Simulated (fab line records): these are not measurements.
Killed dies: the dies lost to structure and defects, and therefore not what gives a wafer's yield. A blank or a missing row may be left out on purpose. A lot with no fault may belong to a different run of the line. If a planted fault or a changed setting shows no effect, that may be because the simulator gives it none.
Chamber matching | flow nand harc | 4 sister chambers for NHARC_P_GATE_DESCUM_13 on rie diel-13
The step chemistry O2, time 3 s. 8 wafers are shown with their chamber, then 7 later ones without.

## WAFERS, EACH WITH ITS CHAMBER
wafer  | chamber | showerhead plenum p Torr (Torr) | oes product au (a.u.)
L161.5 | 2       | 1.79                            | 1.000
L160.3 | 2       | 1.79                            | 0.991
L163.2 | 3       | 1.78                            | 0.994
L163.4 | 0       | 1.84                            | 1.012
L173.5 | 0       | 1.84                            | 1.019
L173.6 | 1       | 2.01                            | 0.993
L175.2 | 1       | 2.01                            | 1.002
L175.3 | 3       | 1.77                            | 1.001

## WAFERS WITH NO CHAMBER GIVEN
wafer  | showerhead plenum p Torr (Torr) | oes product au (a.u.)
L175.6 | 1.78                            | 0.989
L178.4 | 2.01                            | 0.999
L178.5 | 2.01                            | 0.994
L178.6 | 1.84                            | 1.007
L181.2 | 1.78                            | 0.990
L181.4 | 2.01                            | 1.008
L181.6 | 1.84                            | 1.026

## CHAMBER TAKEN BY EACH
wafer  | from the rows above     | in truth
L175.6 | can't be placed: 3 or 2 | 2
L178.4 | 1                       | 1
L178.5 | 1                       | 1
L178.6 | 0                       | 0
L181.2 | can't be placed: 3 or 2 | 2
L181.4 | 1                       | 1
L181.6 | 0                       | 0
Correctly placed: 5 of 7. From these rows, 2 cannot be placed; in 2 the true chamber is one of the candidates. 0 placed wrongly.
How it was worked out, from the rows above alone: a wafer's distance from a chamber is the root of the sum, over the readings, of the square of ((its reading less the chamber's mean) divided by the reading's scatter). The wafer belongs to the nearest chamber; if the next one is less than 2 further off, it can't be placed. For every chamber, the mean is computed from those of its wafers that are shown. The scatter is the square root of a quotient: the sum, over the shown wafers, of each reading's squared deviation from its chamber's mean, divided by wafers minus chambers.
